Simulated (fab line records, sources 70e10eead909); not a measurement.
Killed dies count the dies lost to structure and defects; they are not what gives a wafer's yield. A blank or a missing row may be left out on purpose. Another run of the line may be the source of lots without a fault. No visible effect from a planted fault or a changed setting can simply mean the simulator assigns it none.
Struck lot and sound lot, side by side	flow nand-harc	30 out of 1159 route steps
Sound: these wafers, L105.2, L105.4, L105.6. Struck: wafer L117.1. (L117.3, L117.6 of the same lot were not struck and are left out.) The cause comes at the end.
At each step with rows: each side's tool, then ch and its chambers, then its first start. Under that, the readings that differ: sound wafers	struck wafers	difference of the means	sigmas: that difference in standard deviations of wafers without a fault.
alike: readings with means less than 2 such deviations apart, plus words and numbers identical on both sides. not compared: withheld readings, readings lacking a value on some wafer, bounds such as >300 that could conceal the same value, and numbers that have no deviation in the record and whose values overlap.
A row with sigmas, a row that says differs or no value, or rows on one side alone: a step with any of these is where the two part. Numbers that have no deviation but don't overlap get no sigmas and don't part them. A reading missing from all wafers of one side parts the sides only when that side holds two or more wafers.

NHARC_A_CHANNEL_HOLE_D1_CD_MEAS_10: the cd target is 100 nm.
  sound on cd-sem-03 ch 0, day 9 16:44; struck on cd-sem-01 ch 0, day 12 13:14
  alike: cd-nm
NHARC_A_CHANNEL_HOLE_D1_OVL_MEAS_11:
  sound on overlay-02, day 9 16:49; struck on overlay-02, day 12 13:19
  alike: overlay-x-nm, overlay-y-nm
NHARC_A_CHANNEL_HOLE_D1_INSPECT_12:
  sound on defect-inspect-01, day 9 16:52; struck on defect-inspect-01, day 12 13:21
  alike: raw-defect-count
then, 5 steps without rows for these wafers: NHARC_A_CHANNEL_HOLE_D1_DESCUM_15 (chemistry O2, time 3 s); NHARC_A_CHANNEL_HOLE_D1_ETCH_38 (etches the open film in CF4, target depth 39 nm, time 65 s); NHARC_A_CHANNEL_HOLE_D1_ETCH_39 (etches the open film in N2/H2, target depth 260 nm, time 325 s); NHARC_A_CHANNEL_HOLE_D1_ETCH_34 (etches the open film in CF4/CHF3, target depth 154 nm, time 77 s); NHARC_A_CHANNEL_HOLE_D1_ETCH_16 (etches the open film in O2/COS, target depth 3100 nm, time 806 s).
NHARC_A_CHANNEL_HOLE_D1_CD_MEAS_18:
  sound on cd-sem-02, day 9 18:02; struck on cd-sem-01, day 12 14:31
  alike: cd-nm
then, 3 steps without rows for these wafers: NHARC_A_CHANNEL_HOLE_D1_ETCH_19 (etches the open film in C4F8/O2/Ar, time 34.5 s); NHARC_A_CHANNEL_HOLE_D1_ETCH_20 (etches the open film in C4F8/O2/Ar, time 361.9 s, target depth 1600 nm); NHARC_A_CHANNEL_HOLE_D1_ETCH_21 (etches the open film in C4F8/O2/Ar, time 514.3 s, target depth 1600 nm).
NHARC_A_CHANNEL_HOLE_D1_ETCH_22: etches the open film in C4F8/O2/Ar, time 666.7 s, target depth 1600 nm.
  sound on har-etch-02 ch 0,1, day 9 19:05; struck on har-etch-01 ch 0, day 12 15:32
  alike: drypump-motor-current-A, showerhead-plenum-p-Torr, throttle-valve-pct
  not compared: rf-hours-counter-h
NHARC_A_CHANNEL_HOLE_D1_ETCH_23: etches the open film in C4F8/O2/Ar, time 819 s, target depth 1600 nm.
  sound on har-etch-02 ch 0,1, day 9 19:40; struck on har-etch-01 ch 0, day 12 16:08
  alike: drypump-motor-current-A, showerhead-plenum-p-Torr, throttle-valve-pct
  not compared: rf-hours-counter-h
then, 1 step without rows for these wafers: NHARC_A_CHANNEL_HOLE_D1_ETCH_24 (etches the open film in C4F8/O2/Ar, time 906.2 s, target depth 1500 nm).
NHARC_A_CHANNEL_HOLE_D1_ETCH_25: etches the open film in C4F8/O2/Ar, time 1040.2 s, target depth 1500 nm.
  sound on har-etch-02 ch 0,1, day 9 21:11; struck on har-etch-01 ch 0, day 12 17:37
  alike: drypump-motor-current-A, showerhead-plenum-p-Torr, throttle-valve-pct
  not compared: rf-hours-counter-h
NHARC_A_CHANNEL_HOLE_D1_ETCH_26: etches the open film in C4F8/O2/Ar, time 224.1 s, target depth 300 nm.
  sound on har-etch-02 ch 0,1, day 9 21:56; struck on har-etch-01 ch 0, day 12 18:23
  alike: drypump-motor-current-A, showerhead-plenum-p-Torr, throttle-valve-pct
  not compared: rf-hours-counter-h
then, 5 steps without rows for these wafers: NHARC_A_CHANNEL_HOLE_D1_ETCH_33 (etches the open film in C4F8/O2/Ar, time 90 s, target depth 400 nm); NHARC_A_CHANNEL_HOLE_D1_STRIP_41 (strips in N2/H2); NHARC_A_CHANNEL_HOLE_D1_STRIP_42 (strips in CF4/CHF3); NHARC_A_CHANNEL_HOLE_D1_STRIP_43 (strips in O2/COS); NHARC_A_CHANNEL_HOLE_D1_ETCH_44 (etches the open film in CF4/O2, target depth 140 nm, overetch 14 nm, time 77 s).
NHARC_A_CHANNEL_HOLE_D1_STRIP_27: strips in O2.
  sound on rie-diel-06 ch 0,2; struck on rie-diel-03 ch 0
reading	sound	struck	difference	sigmas
drypump-motor-current-A (A)	5.5 5.2 5.2	6.1	+0.8	+2
  alike: oes-product-au, rf-vpp-V, showerhead-plenum-p-Torr, throttle-valve-pct
  not compared: rf-hours-counter-h
then, 2 steps without rows for these wafers: NHARC_A_CHANNEL_HOLE_D1_PRECLEAN_28 (cleans in SC1); NHARC_A_CHANNEL_HOLE_D1_SRD_29.
NHARC_A_CHANNEL_HOLE_D1_CD_MEAS_30:
  sound on cd-sem-01, day 9 23:39; struck on cd-sem-02, day 12 20:07
  alike: cd-nm
NHARC_A_CHANNEL_HOLE_D1_XSEM_31:
  sound on xsem-01 ch 0, day 9 23:44; struck on xsem-01 ch 0, day 12 20:11
  alike: bot-cd-nm, bow-nm, tilt-deg
NHARC_A_CHANNEL_HOLE_D1_INSPECT_40:
  sound on defect-inspect-02, day 9 23:50; struck on defect-inspect-02, day 12 20:17
reading	sound	struck	difference	sigmas
raw-defect-count	51 58 45	562	+511	+32
then, 1 step without rows for these wafers: NHARC_A_CHANNEL_FILL_D1_PRECLEAN_00 (cleans in SC1).
-- the record jumps here: 11 days lie between the struck wafers' starts before and after (it left off in module A_CHANNEL_FILL_D1 and takes up again in module END, whose first step shown is number 1159 of the route) --
NHARC_END_SORT_01:
  sound on prober-02 ch 0, day 20 05:43; struck on prober-02 ch 0, day 23 10:46
reading	sound	struck	difference	sigmas
killed-at-array	11 8 10	106	+96	+9
killed-at-periphery	5 6 9	1	-6	-3
killed-dies	17 14 19	107	+90	+8
  alike: killed-at-other, killed-open, killed-short

WHERE THEY PART
First at NHARC_A_CHANNEL_HOLE_D1_STRIP_27; last, within this record, at NHARC_END_SORT_01.

WHY: what the simulator had put in
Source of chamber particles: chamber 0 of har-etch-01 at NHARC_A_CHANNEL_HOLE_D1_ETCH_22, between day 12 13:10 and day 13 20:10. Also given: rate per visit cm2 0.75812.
